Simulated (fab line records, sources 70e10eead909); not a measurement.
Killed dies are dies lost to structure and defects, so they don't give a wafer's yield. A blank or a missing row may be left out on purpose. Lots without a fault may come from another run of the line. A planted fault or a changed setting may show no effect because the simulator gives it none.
fab line records | flow nand_harc | part 2 of 2: steps 38 to 43 of 43
record lots=5 wafers=15 last_day=23
route steps=1159 shown P_STI@107 P_GATE@110
lots that met no fault: from a run of the same line without faults
start_h: hours from the record's first day to the start of the lot's first wafer shown | wait_h: hours since the lot's step before | " the same as in the row above | L1.1+2: a row that stands for several wafers | - no value, or no start given | * or withheld: withheld | < > ~ a bound
route shown NAME@n: a module of which the file shows steps, and the number in the route of the first | usual: mean/standard deviation of fault-free wafers | same: alike in all rows | chamber/n: place in a boat | sites: the reading at each site | _std_site: their standard deviation | _edge_site: outer sites' mean less inner sites' | radius_mm: how far each site lies from the wafer's centre | mask NAME#n: copy n | behind: the tool/chamber that last shaped the wafer | hold: why the lot was held/for how many hours/how that ended | device: the transistor (n, p or np) that didn't switch | end of line: the same wafers' tests at the end of the route | a step without rows: its recipe alone | killed: dies lost to structure and defects at the first sort, not the wafer's yield | map: a wafer's dies, x killed, . not, _ none there
set.NAME: the setting as run; set.NAME@STEP: as run at that earlier step | model.NAME: the simulator's own value behind a step, which no gauge read
lots at some steps of the route; a table a step, a row a wafer
services: from which hour (start_h, from the record's first day; less than 0 if before it) a tool's chamber was out of use, for how many hours, and why
## steps
# step NHARC_P_GATE_DESCUM_31
# recipe time_s=3 o2_flow_sccm=200 ar_flow_sccm=0 bias_power_w=0 chemistry=O2
# usual drypump_motor_current_A=5.79/0.24 oes_product_au=0.998/0.0082 rf_vpp_V=57.5/0.83 showerhead_plenum_p_Torr=1.90/0.077 throttle_valve_pct=11.312/0.0086
# columns lot.wafer tool chamber start_h wait_h drypump_motor_current_A oes_product_au rf_hours_counter_h rf_vpp_V showerhead_plenum_p_Torr throttle_valve_pct
L076.3 rie_diel-07 1 97.52 0.1 5.86 1.011 6 57.8 1.83 11.321
L076.4 " 2 " " 5.84 0.996 5 57.9 1.95 11.316
L076.6 " 3 " " 5.56 0.989 - 58.6 1.95 11.313
L078.4 rie_diel-07 0 105.01 0.1 5.84 0.993 7 56.9 1.84 11.324
L078.3 " 1 " " 5.88 1.005 7 56.7 1.83 11.308
L078.1 " 2 " " 5.84 0.999 6 56.5 1.95 11.302
L084.1 rie_diel-11 1 150.13 0.1 6.41 0.992 47 58.1 1.96 11.317
L084.4 " 3 " " 5.71 1.010 48 56.8 1.82 11.317
L084.5 " 1 " " 6.40 0.990 - 57.1 1.97 11.314
L091.4 rie_diel-07 0 191.80 0.1 5.84 1.005 22 56.8 1.84 11.311
L091.2 " 1 " " 5.85 1.006 21 57.5 1.82 11.294
L091.6 " 2 " " 5.85 1.001 - 57.8 1.95 11.307
L093.4 rie_diel-07 1 199.08 0.1 5.87 1.005 22 56.9 1.82 11.304
L093.5 " 0 " " 5.82 1.006 - 57.1 1.84 11.303
L093.6 " 1 " " 5.86 1.013 - 58.6 1.82 11.311
# step NHARC_P_GATE_ETCH_104
# recipe target_depth_a=600 time_s=withheld cf4_flow_sccm=100 chf3_flow_sccm=30 ar_flow_sccm=0 rf_w=500 bias_w=200 chemistry=CF4/CHF3
# usual drypump_motor_current_A=5.79/0.23 oes_product_au=0.947/0.021 rf_vpp_V=370.2/2.1 showerhead_plenum_p_Torr=1.56/0.06 throttle_valve_pct=16.804/0.0089
# columns lot.wafer tool chamber start_h wait_h drypump_motor_current_A oes_product_au rf_vpp_V showerhead_plenum_p_Torr throttle_valve_pct
L076.3 rie_diel-07 0 97.60 0.1 5.85 0.962 370.0 1.52 16.808
L076.4 " 1 " " 5.87 0.995 370.1 1.51 16.788
L076.6 " 2 " " 5.83 0.968 371.8 1.60 16.809
L078.1 rie_diel-07 3 105.11 0.1 5.55 0.924 372.1 1.60 16.799
L078.3 " 1 " " 5.86 0.928 368.2 1.51 16.792
L078.4 " 2 " " 5.82 0.913 372.2 1.60 16.819
L084.1 rie_diel-11 1 150.23 0.1 6.43 0.942 372.8 1.61 16.795
L084.4 " 0 " " 5.45 0.964 373.1 1.66 16.808
L084.5 " 1 " " 6.40 0.944 372.5 1.61 16.817
L091.4 rie_diel-07 0 191.92 0.1 5.85 0.919 366.2 1.51 16.801
L091.2 " 2 " " 5.84 0.914 371.1 1.60 16.805
L091.6 " 0 " " 5.82 0.939 370.2 1.51 16.797
L093.4 rie_diel-07 0 199.17 0.1 5.86 0.962 368.0 1.51 16.796
L093.6 " 1 " " 5.88 0.955 367.2 1.50 16.799
L093.5 " 2 " " 5.82 0.968 370.9 1.60 16.813
# step NHARC_P_GATE_HM_OPEN_105
# recipe target_depth_a=3600 o2_flow_sccm=400 cos_flow_sccm=20 ar_flow_sccm=0 rf_w=500 bias_w=300 chemistry=O2/COS
# usual drypump_motor_current_A=5.81/0.24 oes_product_au=0.999/0.0079 rf_vpp_V=466.6/2.7 showerhead_plenum_p_Torr=3.10/0.12 throttle_valve_pct=28.330/0.0091
# columns lot.wafer tool chamber start_h wait_h drypump_motor_current_A oes_product_au rf_hours_counter_h rf_vpp_V showerhead_plenum_p_Torr throttle_valve_pct
L076.3 rie_diel-07 1 - - 5.85 1.000 6 464.2 2.99 28.348
L076.4 " 2 " " 5.85 0.980 5 468.9 3.18 28.339
L076.6 " 2 " " 5.84 0.988 - 467.9 3.18 28.331
L078.3 rie_diel-07 1 - - 5.85 1.008 7 465.3 2.99 28.319
L078.4 " 3 " " 5.58 1.003 7 469.1 3.18 28.332
L078.1 " 0 " " 5.81 1.007 7 465.2 3.01 28.338
L084.1 rie_diel-11 3 - - 5.74 1.007 48 465.3 2.98 28.333
L084.4 " 0 " " 5.48 0.993 48 469.5 3.29 28.333
L084.5 " 3 " " 5.75 1.010 - 462.1 2.98 28.329
L091.2 rie_diel-07 2 - - 5.85 0.992 21 468.2 3.17 28.323
L091.4 " 3 " " 5.56 1.003 22 468.1 3.17 28.316
L091.6 " 1 " " 5.88 1.008 - 464.0 2.98 28.337
L093.4 rie_diel-07 1 - - 5.90 0.991 22 463.3 2.98 28.336
L093.5 " 3 " " 5.57 0.987 - 466.2 3.17 28.304
L093.6 " 0 " " 5.84 1.003 - 463.5 3.00 28.348
# step NHARC_P_GATE_STRIP_106
# recipe o2_flow_sccm=400 cos_flow_sccm=20 ar_flow_sccm=0 bias_w=0 chemistry=O2/COS
# columns lot.wafer tool chamber start_h wait_h
L076.3+4+6 rie_diel-07 0,3,1 - -
L078.3+1+4 rie_diel-07 1,2,0 - -
L084.4+1+5 rie_diel-11 1,0,1 - -
L091.4+2+6 rie_diel-07 2,0,2 - -
L093.4+5+6 rie_diel-07 3,2,3 - -
# step NHARC_P_GATE_ETCH_114
# recipe target_depth_a=300 overetch_a=30 time_s=16.5 ion_energy_ev=100 cf4_flow_sccm=80 o2_flow_sccm=20 ar_flow_sccm=0 rf_w=300 bias_w=100 chemistry=CF4/O2
# usual drypump_motor_current_A=5.79/0.24 oes_product_au=0.998/0.0079 rf_vpp_V=197.6/1.3 showerhead_plenum_p_Torr=1.32/0.053 throttle_valve_pct=13.397/0.0099
# columns lot.wafer tool chamber start_h wait_h drypump_motor_current_A oes_product_au rf_hours_counter_h rf_vpp_V showerhead_plenum_p_Torr throttle_valve_pct
L076.4 rie_diel-07 0 - - 5.83 0.993 6 197.5 1.29 13.396
L076.3 " 3 " " 5.56 0.995 6 197.6 1.36 13.384
L076.6 " 1 " " 5.89 1.011 - 196.1 1.28 13.392
L078.4 rie_diel-07 1 - - 5.85 0.995 7 197.1 1.28 13.391
L078.1 " 2 " " 5.83 0.994 6 198.2 1.36 13.376
L078.3 " 3 " " 5.55 0.998 7 199.1 1.36 13.381
L084.4 rie_diel-11 3 - - 5.72 1.002 48 196.9 1.27 13.385
L084.1 " 0 " " 5.46 0.994 48 200.5 1.41 13.403
L084.5 " 3 " " 5.75 1.012 - 195.7 1.27 13.397
L091.2 rie_diel-07 3 - - 5.54 0.993 22 197.9 1.36 13.413
L091.4 " 1 " " 5.86 1.004 21 197.4 1.27 13.400
L091.6 " 2 " " 5.82 0.986 - 198.4 1.36 13.410
L093.4 rie_diel-07 1 - - 5.87 1.009 22 197.2 1.27 13.412
L093.6 " 3 " " 5.55 0.990 - 199.6 1.36 13.399
L093.5 " 0 " " 5.82 1.001 - 195.7 1.28 13.392
# step NHARC_P_GATE_ETCH_32
# recipe target_depth_a=1500 over_etch_frac=1 over_etch_ion_energy_ev=40 time_s=100.1 hbr_flow_sccm=150 cl2_flow_sccm=50 rf_w=400 icp_w=400 bias_w=100 chemistry=HBr/Cl2
# usual drypump_motor_current_A=5.7/0.53 mfc_cl2_sccm=50.03/0.15 oes_product_au=0.999/0.0081 throttle_valve_pct=26.405/0.0099
# columns lot.wafer tool chamber start_h wait_h drypump_motor_current_A mfc_cl2_sccm oes_product_au rf_hours_counter_h throttle_valve_pct
L076.4 rie_si-06 3 97.98 - 6.8 50.28 1.013 0.7 26.409
L076.3 " 0 " " 5.9 50.04 1.001 0.6 26.397
L076.6 " 3 " " 6.8 49.98 1.019 - 26.416
L078.3 rie_si-01 3 105.62 - 4.9 49.99 0.994 1.1 26.412
L078.1 " 2 " " 5.8 50.19 0.990 0.9 26.412
L078.4 " 2 " " 5.8 49.84 0.994 - 26.415
L084.1 rie_si-04 3 150.82 - 5.7 49.85 0.996 0.3 26.404
L084.4 " 0 " " 6.2 50.00 0.995 0.4 26.415
L084.5 " 3 " " 5.7 49.97 1.001 - 26.400
L091.2 rie_si-04 1 192.31 - 5.5 50.01 1.006 1.4 26.413
L091.4 " 2 " " 4.9 50.08 0.998 0.6 26.412
L091.6 " 0 " " 6.1 50.11 0.993 - 26.397
L093.4 rie_si-01 0 199.55 - 6.3 49.96 1.009 0.0 26.388
L093.6 " 3 " " 4.9 49.74 0.985 - 26.400
L093.5 " 0 " " 6.3 50.24 0.999 - 26.398
## services
# columns tool chamber start_h hours kind
pecvd-01 - 46.77 0.3 repair
rie_diel-07 - 51.20 9.0 pm
pecvd-01 - 56.06 13.0 pm
pecvd-01 - 71.49 2.5 repair
arfi_scanner-01 - 74.77 0.5 repair
arfi_scanner-01 - 76.99 2.2 repair
litho_track-01 - 93.00 7.0 pm
wet_bench-07 - 96.00 8.0 pm
rie_diel-11 1 101.57 2.8 repair
pecvd-01 0 107.13 8.2 repair
furnace-02 - 108.00 26.0 pm
lpcvd_poly-01 - 108.00 26.0 pm
acl_dep-01 - 111.98 13.0 pm
wet_bench-09 - 112.80 8.0 pm
litho_track-06 - 117.00 7.0 pm
wet_bench-06 - 129.60 8.0 pm
rie_diel-07 1 137.77 4.4 repair
litho_track-04 - 141.00 7.0 pm
litho_track-02 - 165.00 7.0 pm
rie_diel-07 2 172.16 5.7 repair
rie_diel-11 2 176.26 7.8 repair
litho_track-07 - 189.00 7.0 pm
rie_diel-11 - 189.50 9.0 pm
wet_bench-05 - 196.80 8.0 pm
